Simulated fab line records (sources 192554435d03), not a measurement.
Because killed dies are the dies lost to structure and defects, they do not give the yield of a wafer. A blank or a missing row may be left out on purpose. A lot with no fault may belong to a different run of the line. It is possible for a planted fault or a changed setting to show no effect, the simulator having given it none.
fab line records	flow n5_finfet
record: lots: 7	wafers: 21
route steps=1938 shown ZERO_LAYER@16 PMOS_HMC_CHANNEL_EPI@63 FIN_SAQP@96 STI_FIN_REVEAL@190 BEOL_M4@1111
start_h: start of the lot's first displayed wafer, in hours after the record's first day	wait_h: time in hours since the lot's previous step	" unchanged from the row above	L1.1+2: several wafers, shown together as one row	- no value, or no start was given	* or withheld: withheld	< > ~ a bound
route shown NAME@n: NAME is a module with steps in the file, n the number in the route of the first one	usual: mean and standard deviation over wafers with no fault	same: alike in all rows	chamber/n: place in a boat	sites: readings site by site	_std_site: the standard deviation of these	_edge_site: outer sites' mean less inner sites'	radius_mm: for every site, how far away it sits from the centre of the wafer	mask NAME#n: copy n	behind: the most recent tool/chamber to have shaped the wafer	hold: why the lot went on hold/how many hours it stayed there/how the hold came to an end	device: transistor that didn't switch, given as n, p or np	end of line: the tests these same wafers got at the end of their route	where a step has no rows: the recipe by itself	killed: not the wafer's yield, but the dies lost to structure and defects at the first sort	map: the dies of a wafer, with x for killed, . for not killed, _ for no die there
set.NAME: the setting as run; set.NAME@STEP: as run at that earlier step	model.NAME: the simulator's own value behind a step, which no gauge read
one table per step and one row per wafer, for lots whose settings were changed on purpose
== steps ==
step: N5_ZERO_LAYER_ETCH_18
recipe: chemistry: HBr/Cl2	target: Si	target_depth_a: 1200	time_s: 40	pressure_mtorr: 10	icp_w: 800	bias_w: 75	HBr_flow_sccm: 150	Cl2_flow_sccm: 80
lot.wafer	tool	chamber	start_h	wait_h	set.bias_w	model.etch.depth_nm	model.ZERO_LAYER.feature_depth_nm
L077.3	rie_si-03	1	30.79	0.0	75	119.4	119.4
L077.4	"	2	"	"	62.62	114.3	114.3
L077.5	"	2	"	"	75	118.6	118.6
L079.3	rie_si-03	1	42.94	0.0	66.11	116.5	116.5
L079.5	"	1	"	"	75	120.6	120.6
L079.6	"	2	"	"	75	119.7	119.7
L082.4	rie_si-05	2	60.92	0.0	75	120.9	120.9
L082.5	"	0	"	"	75	119.5	119.5
L082.6	"	1	"	"	75	118.7	118.7
L091.3	rie_si-01	0	114.91	0.0	62.38	115.5	115.5
L091.4	"	1	"	"	75	122.5	122.5
L091.5	"	3	"	"	75	121.2	121.2
L093.1	rie_si-01	1	126.91	0.0	83.88	124.1	124.1
L093.2	"	3	"	"	75	120.2	120.2
L093.4	"	0	"	"	75	118.1	118.1
L094.2	rie_si-05	2	133.04	0.0	71.01	118.3	118.3
L094.4	"	3	"	"	75	119.3	119.3
L094.6	"	0	"	"	71.01	117.6	117.6
L095.2	rie_si-01	0	139.31	0.1	62.02	114.9	114.9
L095.5	"	3	"	"	75	122	122
L095.6	"	2	"	"	75	120.6	120.6
step: N5_PMOS_HMC_CHANNEL_EPI_PEB_07
recipe: peb_temp_c: 110	peb_time_s: 60	resist: CAR-ArF-block
lot.wafer	tool	chamber	start_h	wait_h	set.peb_temp_c
L077.3+4	litho_track-05	0	35.37	0.0	107.3
L077.5	"	0	"	"	110
L079.3	litho_track-04	0	47.10	0.0	108.6
L079.5+6	"	0	"	"	110
L082.4+5+6	litho_track-04	0	65.11	0.0	110
L091.3+4	litho_track-05	0	119.44	0.0	107.2
L091.5	"	0	"	"	110
L093.1+2+4	litho_track-01	0	131.35	0.1	110
L094.2	litho_track-01	0	137.32	0.0	111.6
L094.4+6	"	0	"	"	110
L095.2+6	litho_track-05	0	143.36	0.0	112.5
L095.5	"	0	"	"	110
step: N5_PMOS_HMC_CHANNEL_EPI_DEVELOP_08
recipe: develop_time_s: 30	developer: TMAH	resist: CAR-ArF-block	dev_temp_c: 23	rinse_liquid: diw	dry: air_spin
step: N5_PMOS_HMC_CHANNEL_EPI_CD_MEAS_09
recipe: target_cd_nm: 237.4	landing_energy_ev: 500	detector: se_inlens
usual: cd_nm: 237.1/0.76
lot.wafer	tool	chamber	start_h	wait_h	set.peb_temp_c@PMOS_HMC_CHANNEL_EPI_PEB_07	cd_nm
L077.3	cd_sem-03	0	35.43	-	107.3	229.5
L077.4	"	0	"	"	107.3	229.7
L077.5	"	0	"	"	110	237.3
L079.3	cd_sem-03	0	47.17	-	108.6	232.6
L079.5	"	0	"	"	110	236.3
L079.6	"	0	"	"	110	236.5
L082.4	cd_sem-01	0	65.18	-	110	236.6
L082.5	"	0	"	"	110	236.3
L082.6	"	0	"	"	110	235.8
L091.3	cd_sem-01	0	119.51	-	107.2	228.5
L091.4	"	0	"	"	107.2	228.1
L091.5	"	0	"	"	110	237.1
L093.1	cd_sem-02	0	131.42	-	110	237.3
L093.2	"	0	"	"	110	237.7
L093.4	"	0	"	"	110	238.1
L094.2	cd_sem-02	0	137.39	-	111.6	242.3
L094.4	"	0	"	"	110	237.1
L094.6	"	0	"	"	110	237.3
L095.2	cd_sem-02	0	143.42	-	112.5	243.6
L095.5	"	0	"	"	110	236.7
L095.6	"	0	"	"	112.5	243.9
step: N5_PMOS_HMC_CHANNEL_EPI_DESCUM_14
recipe: chemistry: O2	time_s: 7.9	source_power_w: 50	bias_power_w: 20	pressure_mtorr: 20	rf_frequency_hz: 2.712e+07	temp_c: 40	resist: CAR-ArF-block	o2_flow_sccm: 225
lot.wafer	tool	chamber	start_h	wait_h	set.peb_temp_c@PMOS_HMC_CHANNEL_EPI_PEB_07	model.PMOS_HMC_CHANNEL_EPI.cd_nm
L077.3	rie_diel-04	1	35.82	0.3	107.3	229.8
L077.4	"	2	"	"	107.3	229.6
L077.5	"	3	"	"	110	237.5
L079.3	rie_diel-04	2	47.58	0.4	108.6	232.5
L079.5	"	1	"	"	110	236.6
L079.6	"	2	"	"	110	236.8
L082.4	rie_diel-03	3	65.26	0.0	110	236.3
L082.5	"	1	"	"	110	236.2
L082.6	"	0	"	"	110	235.8
L091.3	rie_diel-03	0	119.59	0.0	107.2	228.5
L091.4	"	3	"	"	107.2	228.1
L091.5	"	0	"	"	110	237.4
L093.1	rie_diel-04	2	131.51	0.0	110	237
L093.2	"	3	"	"	110	237.6
L093.4	"	1	"	"	110	238.2
L094.2	rie_diel-04	2	137.48	0.0	111.6	242.5
L094.4	"	0	"	"	110	237.4
L094.6	"	1	"	"	110	237.2
L095.2	rie_diel-03	1	143.51	0.0	112.5	243.8
L095.5	"	0	"	"	110	236.9
L095.6	"	1	"	"	112.5	244.1
step: N5_PMOS_HMC_CHANNEL_EPI_ETCH_32
recipe: chemistry: N2/H2	target: BARC	stop_on: SiO2	target_depth_a: 858	over_etch_frac: 0.3	time_s: 50.3	ion_energy_ev: 200	mask_material: CAR-ArF-block	pressure_mtorr: 30	source_w: 840	bias_w: 150	n2_flow_sccm: 200	h2_flow_sccm: 200
lot.wafer	tool	chamber	start_h	wait_h	set.peb_temp_c@PMOS_HMC_CHANNEL_EPI_PEB_07	model.PMOS_HMC_CHANNEL_EPI.cd_nm
L077.3	rie_diel-04	1	35.86	0.0	107.3	232.8
L077.4	"	2	"	"	107.3	231.8
L077.5	"	3	"	"	110	240.5
L079.3	rie_diel-04	2	47.62	0.0	108.6	234.8
L079.5	"	1	"	"	110	240.1
L079.6	"	2	"	"	110	239.5
L082.4	rie_diel-03	3	65.30	0.0	110	238.7
L082.5	"	1	"	"	110	238.5
L082.6	"	0	"	"	110	239
L091.3	rie_diel-03	0	119.63	0.0	107.2	231.8
L091.4	"	3	"	"	107.2	231.1
L091.5	"	0	"	"	110	240.6
L093.1	rie_diel-04	2	131.54	0.0	110	239
L093.2	"	3	"	"	110	240.5
L093.4	"	1	"	"	110	240.7
L094.2	rie_diel-04	2	137.51	0.0	111.6	244.6
L094.4	"	0	"	"	110	239.5
L094.6	"	1	"	"	110	240.2
L095.2	rie_diel-03	1	143.55	0.0	112.5	245.5
L095.5	"	0	"	"	110	238.7
L095.6	"	1	"	"	112.5	246.1
step: N5_FIN_SAQP_HM_DEP_03
recipe: material: SiNx	target_thk_a: 380	temp_c: 400	precursor: SiH4/NH3/N2	pressure_torr: 1.5	rf_w: 300	time_s: 33.6
lot.wafer	tool	chamber	start_h	wait_h	set.time_s	model.SiNx_of_FIN_SAQP_HM_DEP_03.thk_nm
L077.3	pecvd-04	1	39.56	0.2	33.6	38.05
L077.4	"	0	"	"	35.78	40.11
L077.5	"	0	"	"	35.78	40.49
L079.3	pecvd-02	1	51.01	0.1	33.6	37.97
L079.5	"	2	"	"	36.23	40.97
L079.6	"	0	"	"	36.23	41.81
L082.4	pecvd-03	2	68.97	0.1	33.6	38.21
L082.5	"	1	"	"	33.6	38.44
L082.6	"	0	"	"	33.6	38.55
L091.3	pecvd-03	0	123.42	0.2	33.6	38.77
L091.4	"	2	"	"	33.6	38.08
L091.5	"	2	"	"	33.6	38.56
L093.1	pecvd-02	1	135.00	0.2	33.6	37.03
L093.2	"	2	"	"	33.6	37.89
L093.4	"	2	"	"	33.6	37.81
L094.2	pecvd-02	0	142.68	0.2	33.6	37.48
L094.4	"	2	"	"	33.6	37.88
L094.6	"	1	"	"	33.6	37.96
L095.2	pecvd-03	0	147.51	0.2	33.6	37.03
L095.5	"	1	"	"	33.6	37.96
L095.6	"	2	"	"	33.6	38.25
step: N5_FIN_SAQP_THK_MEAS_05
usual: thk_nm: 38.0/0.47
lot.wafer	tool	chamber	start_h	wait_h	set.time_s@FIN_SAQP_HM_DEP_03	thk_nm
L077.3	film_metro-01	-	39.64	0.1	33.6	38.1
L077.4	"	-	"	"	35.78	40.1
L077.5	"	-	"	"	35.78	40.5
L079.3	film_metro-02	-	51.10	0.1	33.6	38.0
L079.5	"	-	"	"	36.23	41.0
L079.6	"	-	"	"	36.23	41.8
L082.4	film_metro-01	-	69.03	0.0	33.6	38.3
L082.5	"	-	"	"	33.6	38.4
L082.6	"	-	"	"	33.6	38.5
L091.3	film_metro-01	-	123.51	0.1	33.6	38.8
L091.4	"	-	"	"	33.6	38.1
L091.5	"	-	"	"	33.6	38.6
L093.1	film_metro-02	-	135.09	0.1	33.6	37.0
L093.2	"	-	"	"	33.6	37.9
L093.4	"	-	"	"	33.6	37.8
L094.2	film_metro-02	-	142.79	0.1	33.6	37.5
L094.4	"	-	"	"	33.6	37.8
L094.6	"	-	"	"	33.6	37.9
L095.2	film_metro-01	-	147.60	0.1	33.6	37.0
L095.5	"	-	"	"	33.6	38.0
L095.6	"	-	"	"	33.6	38.3
step: N5_FIN_SAQP_HM_DEP_72
recipe: material: SiO2	target_thk_a: 120	temp_c: 400	precursor: SiH4/N2O	pressure_torr: 0.75	rf_w: 275	time_s: 7.2
lot.wafer	tool	chamber	start_h	wait_h	set.time_s	model.SiO2_of_FIN_SAQP_HM_DEP_72.thk_nm
L077.3	pecvd-04	1	39.91	0.1	7.2	11.93
L077.4	"	0	"	"	8.097	13.87
L077.5	"	1	"	"	8.097	13.71
L079.3	pecvd-02	0	51.35	0.0	7.2	11.86
L079.5	"	0	"	"	6.554	11.13
L079.6	"	2	"	"	7.2	12
L082.4	pecvd-03	2	69.30	0.1	7.2	12.18
L082.5	"	0	"	"	7.2	12.19
L082.6	"	1	"	"	7.2	12.07
L091.3+5	pecvd-03	0	123.78	0.1	6.815	11.41
L091.4	"	2	"	"	7.2	11.9
L093.1	pecvd-02	1	135.33	0.0	7.2	11.86
L093.2	"	0	"	"	8.273	13.6
L093.4	"	2	"	"	7.2	12.18
L094.2+6	pecvd-03	2,1	143.10	0.0	7.2	11.95
L094.4	"	1	"	"	7.2	11.79
L095.2	pecvd-03	0	147.86	0.0	6.541	10.87
L095.5	"	0	"	"	7.2	12.08
L095.6	"	2	"	"	6.541	10.83
step: N5_FIN_SAQP_COAT_49
recipe: resist: SOC	temp_c: 250	time_s: 60	spin_rpm: 1500	resist_thk_nm: 100
step: N5_FIN_SAQP_COAT_50
recipe: resist: SiARC	temp_c: 220	time_s: 60	spin_rpm: 1500	resist_thk_nm: 35
step: N5_FIN_SAQP_ETCH_52
recipe: chemistry: N2/H2	target: SOC	target_depth_a: 1000	overetch_a: 200	mask_material: SiARC	temp_c: 40	time_s: 150	ion_energy_ev: 200	pressure_mtorr: 30	source_w: 840	bias_w: 150	n2_flow_sccm: 200	h2_flow_sccm: 200	ends: end_point
step: N5_FIN_SAQP_STRIP_53
recipe: chemistry: N2/H2	temp_c: 40	n2_flow_sccm: 200	h2_flow_sccm: 200	rf_frequency_hz: 6e+07
step: N5_FIN_SAQP_HM_OPEN_73
recipe: chemistry: CHF3/O2	target: SiO2	stop_on: a-Si	target_depth_a: 120	over_etch_frac: 1.8	mask_material: SOC	time_s: 16.8	pressure_mtorr: 30	source_w: 650	bias_w: 170	Ar_flow_sccm: 200	CHF3_flow_sccm: 50	O2_flow_sccm: 5	ion_energy_ev: 200	ends: end_point
lot.wafer	tool	chamber	start_h	wait_h	set.time_s@FIN_SAQP_HM_DEP_72	model.etch.depth_nm
L077.3	rie_diel-06	1	40.65	0.0	7.2	11.93
L077.4	"	2	"	"	8.097	13.87
L077.5	"	3	"	"	8.097	13.71
L079.3	rie_diel-06	3	51.97	0.0	7.2	11.86
L079.5	"	0	"	"	6.554	11.13
L079.6	"	3	"	"	7.2	12
L082.4	rie_diel-02	2	70.02	0.0	7.2	12.18
L082.5	"	3	"	"	7.2	12.19
L082.6	"	2	"	"	7.2	12.07
L091.3+5	rie_diel-06	3	124.52	0.0	6.815	11.41
L091.4	"	2	"	"	7.2	11.9
L093.1	rie_diel-06	1	135.96	0.0	7.2	11.86
L093.2	"	0	"	"	8.273	13.6
L093.4	"	3	"	"	7.2	12.18
L094.2+6	rie_diel-05	1	143.75	0.0	7.2	11.95
L094.4	"	0	"	"	7.2	11.79
L095.2	rie_diel-02	2	148.61	0.0	6.541	10.87
L095.5	"	0	"	"	7.2	12.08
L095.6	"	1	"	"	6.541	10.83
step: N5_FIN_SAQP_STRIP_74
recipe: chemistry: CHF3/O2	resist: SiARC	rf_frequency_hz: 6e+07
step: N5_FIN_SAQP_MANDREL_ETCH_22
recipe: target_depth_a: 600	chemistry: HBr/Cl2	target: a-Si	stop_on: SiNx	bt_time_s: 10	over_etch_frac: 0.5	time_s: 30	pressure_mtorr: 10	icp_w: 800	bias_w: 75	HBr_flow_sccm: 150	Cl2_flow_sccm: 80	ends: end_point
step: N5_FIN_SAQP_SPACER2_ALD_28
recipe: material: SiO2	target_thk_a: 81	temp_c: 300	ald_precursor_family: BDEAS	ald_co_reactant: O2-plasma	pulse_time_s: 1	purge_time_s: 2	co_reactant_purge_time_s: 2	pressure_torr: 2
step: N5_FIN_SAQP_SPACER2_ETCHBACK_29
recipe: chemistry: CHF3/O2	mode: anisotropic_etchback	target: SiO2	target_depth_a: 122	time_s: 6.1	pressure_mtorr: 30	source_w: 650	bias_w: 170	Ar_flow_sccm: 200	CHF3_flow_sccm: 50	O2_flow_sccm: 5	ion_energy_ev: 200
step: N5_FIN_SAQP_MANDREL2_REMOVE_60
recipe: chemistry: HBr/Cl2/O2	bt_time_s: 10	target: a-Si	stop_on: SiNx	endpoint: OES-SiCl	over_etch_frac: 1	icp_w: 600	bias_w: 22	HBr_flow_sccm: 150	Cl2_flow_sccm: 80	O2_flow_sccm: 5	pressure_mtorr: 10
lot.wafer	tool	chamber	start_h	wait_h	set.time_s@FIN_SAQP_HM_DEP_03	model.SiNx_of_FIN_SAQP_HM_DEP_03.thk_nm
L077.3	rie_si-01	3	44.33	0.1	33.6	37.4
L077.4	"	2	"	"	35.78	39.4
L077.5	"	3	"	"	35.78	39.8
L079.3	rie_si-01	3	55.55	0.1	33.6	37.4
L079.5	"	2	"	"	36.23	40.2
L079.6	"	1	"	"	36.23	41.2
L082.4	rie_si-05	3	73.44	0.1	33.6	37.6
L082.5	"	0	"	"	33.6	37.8
L082.6	"	1	"	"	33.6	38
L091.3	rie_si-05	1	128.29	0.1	33.6	38.2
L091.4	"	3	"	"	33.6	37.4
L091.5	"	3	"	"	33.6	38
L093.1	rie_si-05	1	139.29	0.1	33.6	36.4
L093.2+4	"	2,3	"	"	33.6	37.2
L094.2	rie_si-05	3	147.30	0.1	33.6	36.8
L094.4	"	2	"	"	33.6	37.2
L094.6	"	0	"	"	33.6	37.4
L095.2	rie_si-05	0	152.36	0.1	33.6	36.4
L095.5	"	0	"	"	33.6	37.2
L095.6	"	3	"	"	33.6	37.6
step: N5_FIN_SAQP_HM_OPEN_33
recipe: chemistry: CH3F/O2	target: SiNx	mask_material: SiO2	target_depth_a: 494	time_s: 70.6	pressure_mtorr: 30	source_w: 395	bias_w: 73	Ar_flow_sccm: 150	CH3F_flow_sccm: 30	O2_flow_sccm: 20	ion_energy_ev: 120	ends: cleared
usual: etch_rf_on_time_s: 69.2/1.1
lot.wafer	tool	chamber	start_h	wait_h	set.time_s@FIN_SAQP_HM_DEP_03	etch_rf_on_time_s	model.etch.depth_nm
L077.3	rie_diel-06	2	44.49	0.0	33.6	69.9	37.42
L077.4	"	1	"	"	35.78	72.5	39.48
L077.5	"	0	"	"	35.78	74.6	39.86
L079.3	rie_diel-02	2	55.71	0.0	33.6	68.9	37.34
L079.5	"	1	"	"	36.23	75.3	40.26
L079.6	"	2	"	"	36.23	76.3	41.19
L082.4	rie_diel-02	1	73.59	0.0	33.6	70.8	37.59
L082.5	"	2	"	"	33.6	71.3	37.81
L082.6	"	1	"	"	33.6	71.8	37.9
L091.3	rie_diel-06	1	128.45	0.0	33.6	70.7	38.14
L091.4	"	3	"	"	33.6	69.3	37.45
L091.5	"	1	"	"	33.6	70.4	37.93
L093.1	rie_diel-05	3	139.46	0.0	33.6	67.6	36.4
L093.2	"	0	"	"	33.6	68.2	37.26
L093.4	"	1	"	"	33.6	68.7	37.18
L094.2	rie_diel-06	3	147.46	0.0	33.6	68.4	36.85
L094.4	"	3	"	"	33.6	69.5	37.25
L094.6	"	1	"	"	33.6	69.6	37.33
L095.2	rie_diel-05	3	152.52	0.0	33.6	67.8	36.4
L095.5	"	3	"	"	33.6	69.0	37.26
L095.6	"	0	"	"	33.6	68.7	37.54
step: N5_FIN_SAQP_ETCH_34
recipe: chemistry: C4F6/O2	target: SiO2	target_depth_a: 450	time_s: 15	ion_energy_ev: 250	pressure_mtorr: 30	source_w: 345	bias_w: 185	Ar_flow_sccm: 300	C4F6_flow_sccm: 10	O2_flow_sccm: 10	ends: cleared
lot.wafer	tool	chamber	start_h	wait_h	set.time_s@FIN_SAQP_HM_DEP_03	model.SiNx_of_FIN_SAQP_HM_DEP_03.thk_nm
L077.3	rie_diel-06	2	44.56	0.0	33.6	34.4
L077.4	"	1	"	"	35.78	36.6
L077.5	"	0	"	"	35.78	37
L079.3	rie_diel-02	2	55.78	0.0	33.6	34.4
L079.5	"	1	"	"	36.23	37.4
L079.6	"	2	"	"	36.23	38.2
L082.4+5	rie_diel-02	1,2	73.66	0.0	33.6	34.8
L082.6	"	1	"	"	33.6	35
L091.3	rie_diel-06	1	128.52	0.0	33.6	35.2
L091.4	"	3	"	"	33.6	34.6
L091.5	"	1	"	"	33.6	35
L093.1	rie_diel-05	3	139.53	0.0	33.6	33.6
L093.2	"	0	"	"	33.6	34.4
L093.4	"	1	"	"	33.6	34.2
L094.2	rie_diel-06	3	147.53	0.0	33.6	34
L094.4+6	"	3,1	"	"	33.6	34.4
L095.2	rie_diel-05	3	152.59	0.0	33.6	33.6
L095.5	"	3	"	"	33.6	34.4
L095.6	"	0	"	"	33.6	34.6
step: N5_FIN_SAQP_STRIP_77
recipe: chemistry: N2/H2	time_s: 90	power_w: 100	temp_c: 40	pressure_mtorr: 100	rf_frequency_hz: 6e+07	bias_power_w: 3	n2_flow_sccm: 300	h2_flow_sccm: 300
step: N5_FIN_SAQP_ETCH_64
recipe: chemistry: CF4	target: SiO2	target_depth_a: 15	ion_energy_ev: 350	pressure_mtorr: 10	icp_w: 800	bias_w: 400	cf4_flow_sccm: 80
step: N5_FIN_SAQP_FIN_ETCH_36
recipe: chemistry: HBr/Cl2/O2	target_depth_a: 1200	mask_material: SiNx	time_s: 50.4	bias_w: 102	pressure_mtorr: 10	icp_w: 800	HBr_flow_sccm: 150	Cl2_flow_sccm: 80	O2_flow_sccm: 12
lot.wafer	tool	chamber	start_h	wait_h	set.time_s@FIN_SAQP_HM_DEP_03	model.SiNx_of_FIN_SAQP_HM_DEP_03.thk_nm
L077.3	rie_si-05	0	44.78	0.0	33.6	21
L077.4	"	3	"	"	35.78	23.4
L077.5	"	3	"	"	35.78	23.8
L079.3	rie_si-01	3	56.01	0.0	33.6	21.2
L079.5	"	3	"	"	36.23	24.2
L079.6	"	2	"	"	36.23	25
L082.4	rie_si-03	1	73.88	0.0	33.6	21.4
L082.5+6	"	0,1	"	"	33.6	21.8
L091.3+5	rie_si-01	2,3	128.73	0.0	33.6	21.8
L091.4	"	0	"	"	33.6	21.4
L093.1	rie_si-01	2	139.74	0.0	33.6	20.2
L093.2	"	0	"	"	33.6	21.2
L093.4	"	3	"	"	33.6	21
L094.2	rie_si-01	0	147.79	0.0	33.6	20.8
L094.4	"	2	"	"	33.6	21
L094.6	"	3	"	"	33.6	21.2
L095.2	rie_si-03	3	152.82	0.0	33.6	20
L095.5	"	2	"	"	33.6	21
L095.6	"	3	"	"	33.6	21.4
step: N5_STI_FIN_REVEAL_ETCHBACK_08
recipe: chemistry: C4F6/O2	target: SiO2	target_depth_a: 305	time_s: 10.167	ion_energy_ev: 250	pressure_mtorr: 30	source_w: 345	bias_w: 185	Ar_flow_sccm: 300	C4F6_flow_sccm: 10	O2_flow_sccm: 10
lot.wafer	tool	chamber	start_h	wait_h	set.time_s
L077.3	rie_diel-02	2	53.25	0.1	10.167
L077.4+5	"	1	"	"	12.23
L079.3	rie_diel-05	1	63.65	0.1	11.84
L079.5+6	"	1,0	"	"	10.167
L082.4+5+6	rie_diel-05	3,0,3	81.86	0.1	10.167
L091.3	rie_diel-02	0	136.08	0.1	10.167
L091.4+5	"	2,1	"	"	8.311
L093.1+2+4	rie_diel-02	3,2,0	147.05	0.2	10.167
L094.2+4	rie_diel-02	0,2	155.36	0.2	10.167
L094.6	"	0	"	"	11.28
L095.2+5+6	rie_diel-02	3,0,1	160.38	0.2	10.167
step: N5_STI_FIN_REVEAL_STRIP_24
recipe: chemistry: N2/H2	time_s: 90	power_w: 100	temp_c: 40	pressure_mtorr: 100	rf_frequency_hz: 6e+07	bias_power_w: 3	n2_flow_sccm: 300	h2_flow_sccm: 300
step: N5_STI_FIN_REVEAL_PRECLEAN_25
recipe: chemistry: SPM	time_s: 90	temp_c: 120	mix: 4:1
step: N5_STI_FIN_REVEAL_SRD_23
recipe: dry: ipa_marangoni	time_s: 30	temp_c: 23	rinse_liquid: diw
step: N5_STI_FIN_REVEAL_FIN_H_MEAS_10
usual: trench_depth_nm: 51.7/0.67
lot.wafer	tool	chamber	start_h	wait_h	set.time_s@STI_FIN_REVEAL_ETCHBACK_08	trench_depth_nm
L077.3	ocd-02	-	56.20	0.0	10.167	51.3
L077.4	"	-	"	"	12.23	57.0
L077.5	"	-	"	"	12.23	57.6
L079.3	ocd-01	-	66.96	0.0	11.84	56.9
L079.5	"	-	"	"	10.167	51.9
L079.6	"	-	"	"	10.167	52.8
L082.4	ocd-01	-	84.84	0.0	10.167	51.8
L082.5	"	-	"	"	10.167	51.8
L082.6	"	-	"	"	10.167	51.8
L091.3	ocd-02	-	139.17	0.0	10.167	50.8
L091.4	"	-	"	"	8.311	45.8
L091.5	"	-	"	"	8.311	45.9
L093.1	ocd-02	-	150.33	0.0	10.167	51.8
L093.2	"	-	"	"	10.167	51.1
L093.4	"	-	"	"	10.167	50.5
L094.2	ocd-01	-	158.50	0.0	10.167	51.4
L094.4	"	-	"	"	10.167	52.1
L094.6	"	-	"	"	11.28	54.8
L095.2	ocd-02	-	163.36	0.0	10.167	52.8
L095.5	"	-	"	"	10.167	51.0
L095.6	"	-	"	"	10.167	51.6
step: N5_BEOL_M4_RC_MEAS_101
usual: ION_N: 671/9.8	ION_P: 460/6.8
lot.wafer	tool	chamber	start_h	wait_h	set.time_s@STI_FIN_REVEAL_ETCHBACK_08	ION_N[uA/um]	ION_P[uA/um]
L077.3	prober-02	0	182.36	0.3	10.167	660	445
L077.4	"	0	"	"	12.23	695	474
L077.5	"	0	"	"	12.23	706	476
L079.3	prober-02	0	194.61	0.3	11.84	721	500
L079.5	"	0	"	"	10.167	660	459
L079.6	"	0	"	"	10.167	680	470
L082.4	prober-02	0	223.13	0.5	10.167	664	461
L082.5	"	0	"	"	10.167	669	471
L082.6	"	0	"	"	10.167	670	465
L091.3	prober-01	0	268.57	0.3	10.167	642	449
L091.4	"	0	"	"	8.311	605	420
L091.5	"	0	"	"	8.311	604	418
L093.1	prober-01	0	282.60	0.0	10.167	661	467
L093.2	"	0	"	"	10.167	658	466
L093.4	"	0	"	"	10.167	660	460
L095.2	prober-02	0	287.46	0.2	10.167	688	466
L095.5	"	0	"	"	10.167	677	461
L095.6	"	0	"	"	10.167	677	461
L094.2	prober-01	0	295.86	0.2	10.167	661	449
L094.4	"	0	"	"	10.167	677	461
L094.6	"	0	"	"	11.28	707	479
== key ==
split: step: N5_ZERO_LAYER_ETCH_18	setting: bias_w	stated: 75	by: wafer
response: step: N5_ZERO_LAYER_ETCH_18	reading: model.etch.depth_nm	change: +0.348	per: 1%	r: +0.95
response: step: N5_ZERO_LAYER_ETCH_18	reading: model.ZERO_LAYER.feature_depth_nm	change: +0.348	per: 1%	r: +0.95
split: step: N5_PMOS_HMC_CHANNEL_EPI_PEB_07	setting: peb_temp_c	stated: 110	by: wafer
response: step: N5_PMOS_HMC_CHANNEL_EPI_CD_MEAS_09	reading: cd_nm	change: +3.25	per: 1%	r: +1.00
response: step: N5_PMOS_HMC_CHANNEL_EPI_DESCUM_14	reading: model.PMOS_HMC_CHANNEL_EPI.cd_nm	change: +3.34	per: 1%	r: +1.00
response: step: N5_PMOS_HMC_CHANNEL_EPI_ETCH_32	reading: model.PMOS_HMC_CHANNEL_EPI.cd_nm	change: +3.41	per: 1%	r: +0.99
split: step: N5_FIN_SAQP_HM_DEP_03	setting: time_s	stated: 33.6	by: wafer
response: step: N5_FIN_SAQP_HM_DEP_03	reading: model.SiNx_of_FIN_SAQP_HM_DEP_03.thk_nm	change: +0.4	per: 1%	r: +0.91
response: step: N5_FIN_SAQP_THK_MEAS_05	reading: thk_nm	change: *	per: 1%	r: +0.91
response: step: N5_FIN_SAQP_MANDREL2_REMOVE_60	reading: model.SiNx_of_FIN_SAQP_HM_DEP_03.thk_nm	change: +0.388	per: 1%	r: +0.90
response: step: N5_FIN_SAQP_HM_OPEN_33	reading: etch_rf_on_time_s	change: *	per: 1%	r: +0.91
response: step: N5_FIN_SAQP_HM_OPEN_33	reading: model.etch.depth_nm	change: +0.397	per: 1%	r: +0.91
response: step: N5_FIN_SAQP_ETCH_34	reading: model.SiNx_of_FIN_SAQP_HM_DEP_03.thk_nm	change: +0.408	per: 1%	r: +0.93
response: step: N5_FIN_SAQP_FIN_ETCH_36	reading: model.SiNx_of_FIN_SAQP_HM_DEP_03.thk_nm	change: +0.421	per: 1%	r: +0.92
split: step: N5_FIN_SAQP_HM_DEP_72	setting: time_s	stated: 7.2	by: wafer
response: step: N5_FIN_SAQP_HM_DEP_72	reading: model.SiO2_of_FIN_SAQP_HM_DEP_72.thk_nm	change: +0.119	per: 1%	r: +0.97
response: step: N5_FIN_SAQP_HM_OPEN_73	reading: model.etch.depth_nm	change: +0.119	per: 1%	r: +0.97
split: step: N5_STI_FIN_REVEAL_ETCHBACK_08	setting: time_s	stated: 10.167	by: wafer
response: step: N5_STI_FIN_REVEAL_FIN_H_MEAS_10	reading: trench_depth_nm	change: +0.282	per: 1%	r: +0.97
response: step: N5_BEOL_M4_RC_MEAS_101	reading: ION_N	slope: +2.43	per: 1%	together_with: none	explained: 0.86
response: step: N5_BEOL_M4_RC_MEAS_101	reading: ION_P	slope: +1.77	per: 1%	together_with: none	explained: 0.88
